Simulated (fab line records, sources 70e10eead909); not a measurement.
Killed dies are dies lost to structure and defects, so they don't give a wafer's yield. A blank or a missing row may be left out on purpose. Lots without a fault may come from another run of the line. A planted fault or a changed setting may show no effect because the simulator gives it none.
Which tool did it? | flow nand_harc | 13 lots, 39 wafers sampled, at 5 steps of a route of 1302

WHAT THE GAUGES READ, wafer by wafer
NHARC_A_SLIT_CD_MEAS_21. Usual: cd_nm 289.6 nm, standard deviation 0.7.
lot  | measured     | on        | cd_nm (nm)        | flag
L567 | day 20 21:19 | cd_sem-03 | 290.2 289.6 289.9 |
L568 | day 21 01:58 | cd_sem-02 | 289.0 290.1 288.9 |
L575 | day 23 09:43 | cd_sem-01 | 288.6 289.5 288.5 |
L577 | day 24 12:33 | cd_sem-02 | 290.4 290.1 290.2 |
L581 | day 25 22:18 | cd_sem-03 | 289.2 290.0 289.6 |
L583 | day 26 14:08 | cd_sem-03 | 289.2 289.3 289.8 |
L584 | day 26 14:34 | cd_sem-02 | 289.9 289.7 289.4 |
L586 | day 27 18:59 | cd_sem-03 | 289.6 289.6 290.1 |
L585 | day 28 03:12 | cd_sem-03 | 289.4 289.3 289.1 |
L590 | day 29 21:35 | cd_sem-03 | 290.2 291.2 290.4 |
L588 | day 29 23:52 | cd_sem-02 | 290.7 290.5 290.4 |
L587 | day 30 01:24 | cd_sem-01 | 289.5 289.6 289.2 |
L589 | day 30 03:43 | cd_sem-01 | 290.2 289.5 289.1 |

NHARC_END_SORT_01. Usual: killed_at_array 58, standard deviation 20; killed_at_other 0.9, standard deviation 1.4; killed_at_periphery 4, standard deviation 3.1; killed_dies 63, standard deviation 20; killed_open 3.3, standard deviation 1.8; killed_short 2.4, standard deviation 1.5.
lot  | measured     | on        | killed_at_array | killed_at_other | killed_at_periphery | killed_dies | killed_open | killed_short | flag
L575 | day 28 09:01 | prober-02 | 33 673 674      | 3 3 1           | 0 1 2               | 36 677 677  | 2 4 3       | 4 2 3        | OFF
L577 | day 29 02:30 | prober-01 | 675 79 73       | 0 1 3           | 2 4 4               | 677 84 80   | 5 2 4       | 5 0 1        | OFF

WHICH TOOL RAN EACH LOT (tool, then ch and the chambers of the sampled wafers, then the start)
lot  | NHARC_A_WL_FILL_ALD_02              | NHARC_A_WL_FILL_ETCHBACK_16        | NHARC_A_WL_FILL_ALD_19
L567 | ald_metal-04 ch 0,1,2, day 21 04:26 | rie_diel-10 ch 1,2, day 21 19:05   | ald_metal-03 ch 1,2, day 22 00:47
L568 | ald_metal-04 ch 1,2, day 21 09:05   | rie_diel-05 ch 0,2,3, day 21 19:06 | ald_metal-04 ch 2,3, day 22 00:47
L575 | ald_metal-01 ch 0,3, day 23 16:52   | rie_diel-08 ch 0,2,3, day 24 04:17 | ald_metal-04 ch 0,1,2, day 24 09:54
L577 | ald_metal-01 ch 0,1,3, day 25 00:22 | rie_diel-08 ch 0,3, day 25 11:00   | ald_metal-01 ch 1,2,3, day 25 18:01
L581 | ald_metal-04 ch 0,1,2, day 27 04:29 | rie_diel-08 ch 1,2,3, day 27 18:43 | ald_metal-03 ch 0,1,3, day 28 00:13
L583 | ald_metal-04 ch 2,3, day 27 04:50   | rie_diel-05 ch 1,2,3, day 27 16:10 | ald_metal-03 ch 0,3, day 27 21:12
L584 | ald_metal-03 ch 0,1, day 27 04:43   | rie_diel-10 ch 1,3, day 27 18:39   | ald_metal-04 ch 1,2, day 28 00:14
L586 | ald_metal-01 ch 0,1,3, day 28 02:22 | rie_diel-10 ch 0,1,2, day 28 13:00 | ald_metal-04 ch 2,3, day 28 18:50
L585 | ald_metal-03 ch 2,3, day 28 10:22   | rie_diel-10 ch 0,3, day 29 00:35   | ald_metal-03 ch 1,2,3, day 29 06:13
L590 | ald_metal-03 ch 1,2,3, day 30 06:56 | rie_diel-08 ch 0,2,3, day 30 17:47 | ald_metal-04 ch 0,1,3, day 30 23:35
L588 | ald_metal-01 ch 0,2,3, day 30 07:11 | rie_diel-05 ch 0,1,2, day 30 17:52 | ald_metal-01 ch 1,2,3, day 30 23:34
L587 | ald_metal-04 ch 0,1,3, day 30 11:41 | rie_diel-10 ch 0,2,3, day 30 23:07 | ald_metal-01 ch 1,2,3, day 31 04:44
L589 | ald_metal-03 ch 1,2,3, day 30 11:54 | rie_diel-05 ch 0,1,2, day 30 23:05 | ald_metal-04 ch 0,1,2, day 31 04:44
- NHARC_A_WL_FILL_ALD_02: deposits TiN, target thk 2 nm, pulse time 3 s, ald cycles 100.
- NHARC_A_WL_FILL_ETCHBACK_16: etches the open film in C4F8/O2/Ar, target depth 120 nm, time 24 s.
- NHARC_A_WL_FILL_ALD_19: deposits TiN, target thk 2 nm, pulse time 3 s, ald cycles 100.

WHAT THE TOOLS THEMSELVES READ (means of the sampled wafers that have a number; where no wafer has one, the mark that the record gives instead)
NHARC_A_WL_FILL_ALD_02. Usual: heater_power_w 1112 W, standard deviation 95; precursor_pulse_height_rel 0.997, standard deviation 0.02.
lot  | tool         | heater_power_w (W) | precursor_pulse_height_rel | flag
L567 | ald_metal-04 | 1034               | 1.020                      |
L568 | ald_metal-04 | 1072               | 1.003                      |
L575 | ald_metal-01 | 1115               | 0.977                      |
L577 | ald_metal-01 | 1102               | 1.002                      |
L581 | ald_metal-04 | 1049               | 0.994                      |
L583 | ald_metal-04 | 1152               | 1.016                      |
L584 | ald_metal-03 | 1195               | 1.008                      |
L586 | ald_metal-01 | 1107               | 0.989                      |
L585 | ald_metal-03 | 1064               | 1.019                      |
L590 | ald_metal-03 | 1108               | 0.978                      |
L588 | ald_metal-01 | 1135               | 1.014                      |
L587 | ald_metal-04 | 1023               | 0.999                      |
L589 | ald_metal-03 | 1112               | 1.006                      |

NHARC_A_WL_FILL_ETCHBACK_16. Usual: oes_product_au 0.974 a.u., standard deviation 0.029; rf_vpp_V 722 V, standard deviation 4; run_length_s 45.4 s, standard deviation 0.5.
lot  | tool        | oes_product_au (a.u.) | rf_vpp_V (V) | run_length_s (s) | flag
L567 | rie_diel-10 | 0.995                 | 723          | 45.9             |
L568 | rie_diel-05 | 0.975                 | 723          | 45.4             |
L575 | rie_diel-08 | 0.995                 | 722          | 33.3             | OFF
L577 | rie_diel-08 | 0.992                 | 721          | 38.8             | OFF
L581 | rie_diel-08 | 0.997                 | 720          | 45.5             |
L583 | rie_diel-05 | 0.994                 | 727          | 45.1             |
L584 | rie_diel-10 | 0.991                 | 726          | 46.0             |
L586 | rie_diel-10 | 0.930                 | 722          | 45.8             |
L585 | rie_diel-10 | 0.994                 | 725          | 45.0             |
L590 | rie_diel-08 | 0.929                 | 722          | 45.1             |
L588 | rie_diel-05 | 0.995                 | 724          | 45.0             |
L587 | rie_diel-10 | 1.000                 | 724          | 45.3             |
L589 | rie_diel-05 | 0.962                 | 724          | 45.1             |

NHARC_A_WL_FILL_ALD_19. Usual: heater_power_w 1112 W, standard deviation 110; precursor_pulse_height_rel 0.999, standard deviation 0.022.
lot  | tool         | heater_power_w (W) | precursor_pulse_height_rel | flag
L567 | ald_metal-03 | 1116               | 0.975                      |
L568 | ald_metal-04 | 1155               | 1.002                      |
L575 | ald_metal-04 | 1031               | 0.978                      |
L577 | ald_metal-01 | 1147               | 0.994                      |
L581 | ald_metal-03 | 1148               | 0.995                      |
L583 | ald_metal-03 | 1097               | 0.996                      |
L584 | ald_metal-04 | 1002               | 1.026                      |
L586 | ald_metal-04 | 1153               | 1.025                      |
L585 | ald_metal-03 | 1085               | 1.001                      |
L590 | ald_metal-04 | 1004               | 1.008                      |
L588 | ald_metal-01 | 1160               | 1.003                      |
L587 | ald_metal-01 | 1152               | 1.007                      |
L589 | ald_metal-04 | 1026               | 0.983                      |

THE ANSWER, worked out from the rows above alone
Rule: a lot is off if the mean of its wafers that have a number lies more than 3 standard deviations from the usual mean. A lot without any number at a reading at which 4 lots or more have one is off too. The other lots that the step has rows for count as sound. The gauges are gone through in route order, then the tools' own readings, and for those a lot's mean is taken as printed above. The first step at which some lot is off is used, and at that step the reading that is off furthest; a lot without a number counts as furthest.
Off: L575, L577, at NHARC_END_SORT_01 (killed_at_array). Neither off nor sound, because the step has no rows for them: L567, L568, L581, L583, L584, L586, L585, L590, L588, L587, L589.
A tool fits if, at a process step before that reading, it ran every lot that is off, and no sound lot after the first of them. The gauges at NHARC_END_SORT_01 aren't tried: what is off there is off at NHARC_A_WL_FILL_ETCHBACK_16 too, on other tools, and a gauge's error can't cause that. Can't be told from this: 2 tools fit, ald_metal-01 at NHARC_A_WL_FILL_ALD_02, rie_diel-08 at NHARC_A_WL_FILL_ETCHBACK_16.

WHAT THE SIMULATOR HAD PUT IN
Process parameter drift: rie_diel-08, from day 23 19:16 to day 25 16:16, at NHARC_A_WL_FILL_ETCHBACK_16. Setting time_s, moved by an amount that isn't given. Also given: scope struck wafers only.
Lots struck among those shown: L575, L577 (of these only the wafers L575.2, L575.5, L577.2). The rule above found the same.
